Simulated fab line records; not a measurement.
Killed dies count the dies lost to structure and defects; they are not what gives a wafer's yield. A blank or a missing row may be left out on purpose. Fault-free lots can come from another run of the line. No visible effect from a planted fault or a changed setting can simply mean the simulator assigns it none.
A struck lot beside a sound one | flow n5Finfet | 16 steps out of a route of 1938
Sound: the wafers L711.2, L711.4, L711.5. Struck: wafer L727.5 (left out: L727.3, L727.4 of the same lot, which were not struck); the cause appears at the end.
Each step with rows lists, per side, the tool, then ch with its chambers, then its first start. Under that, the readings that differ: sound wafers | struck wafers | difference of the means | sigmas: that difference in standard deviations of wafers without a fault.
alike: readings with means less than 2 such deviations apart, plus words and numbers identical on both sides. not compared: withheld readings, readings lacking a value on some wafer, bounds such as >300 that could conceal the same value, and numbers that have no deviation in the record and whose values overlap.
A row with sigmas, a row that says differs or no value, or rows on one side alone: a step with any of these is where the two part. When numbers do not overlap yet have no deviation, they are printed without sigmas and do not part them. A reading that every wafer of one side lacks parts them only if that side has two wafers or more.

first, 4 steps without rows for these wafers: N5_BEOL_M11_HM_STRIP_39 (strips TiN in peroxide tin strip, target depth 25 nm, time 158 s); N5_BEOL_M11_SRD_40 (time 30 s); N5_BEOL_M11_PRECLEAN_42 (cleans in residue remover, time 60 s); N5_BEOL_M11_SRD_43 (time 30 s).
N5_BEOL_M11_CD_MEAS_35: the cd target is 70 nm.
  sound on cdSem-01, day 10 11:46; struck on cdSem-01, day 15 00:41
  alike: cdNm
N5_BEOL_M11_CURE_72: cures SiCOH lowk, time 120 s.
  sound on uvCure-03 ch 2, day 10 11:52; struck on uvCure-03 ch 1, day 15 00:49
reading          | sound             | struck | difference | sigmas
wafer_temp_C_max | 372.5 372.6 372.5 | 371.1  | -1.4       | -2
  alike: lampPowerPct
N5_BEOL_M11_DEGAS_44: time 60 s.
  sound on pvdSputter-01, day 10 12:36; struck on pvdSputter-02, day 15 03:05
reading          | sound       | struck | difference | sigmas
heaterPowerW (W) | 345 328 353 | 424    | +82        | +3
  alike: susceptorTempC
then, 1 step without rows for these wafers: N5_BEOL_M11_PRE_CLEAN_45 (time 30 s).
N5_BEOL_M11_ALD_74: deposits TaN, target thk 2 nm, pulse time 2 s, purge time 3 s.
  sound on aldMetal-02 ch 1,2, day 10 12:44; struck on aldMetal-02 ch 1, day 15 03:11
  alike: heaterPowerW, susceptorTempC
N5_BEOL_M11_SURFACE_TREAT_76:
  sound on pvdSputter-01, day 10 13:17; struck on pvdSputter-02, day 15 03:37
  not compared: throttleValvePct
then, 1 step without rows for these wafers: N5_BEOL_M11_CVD_75 (deposits Co from CCTBA/H2, target thk 2 nm, time 138.9 s).
N5_BEOL_M11_SPUTTER_48: material Cu, target thk 12 nm, time 2 s.
  sound on pvdSputter-01, day 10 13:32; struck on pvdSputter-03, day 15 03:55
  alike: susceptorTempC, throttleValvePct
N5_BEOL_M11_ECD_50: material Cu, target thk 318 nm.
  sound on ecdCu-02 ch 0,1, day 10 13:39; struck on ecdCu-01 ch 0, day 15 04:03
reading                                | sound           | struck | difference | sigmas
model.Cu_of_BEOL_M11_ECD_50.thkNm (nm) | 318 322.4 315.4 | 573    | +254       | 
then, 1 step without rows for these wafers: N5_BEOL_M11_ANNEAL_51 (time 90 s).
N5_BEOL_M11_CMP_52: polishes, stops on SiCOH lowk, t overpolish 7 s, target thk 140 nm.
  sound on cmp-03 ch 0,1,3, day 10 14:08; struck on cmp-01 ch 2, day 15 04:31
reading             | sound          | struck | difference | sigmas
timeToEndpointS (s) | 66.4 66.6 68.7 | 113.7  | +46.5      | +18
  alike: clearingPlatenDownForcePsi, motorCurrentA, slurryFlowMlMin
N5_BEOL_M11_THK_MEAS_53: measures by xrf.
  sound on filmMetro-02, day 10 14:22; struck on filmMetro-01, day 15 04:44
  alike: M11_THK

== WHERE THEY PART ==
Last at N5_BEOL_M11_CMP_52 as far as this record goes, first at N5_BEOL_M11_CURE_72. Later steps at which nothing parts them and some readings are alike: N5_BEOL_M11_THK_MEAS_53.

WHY: the cause the simulator had injected
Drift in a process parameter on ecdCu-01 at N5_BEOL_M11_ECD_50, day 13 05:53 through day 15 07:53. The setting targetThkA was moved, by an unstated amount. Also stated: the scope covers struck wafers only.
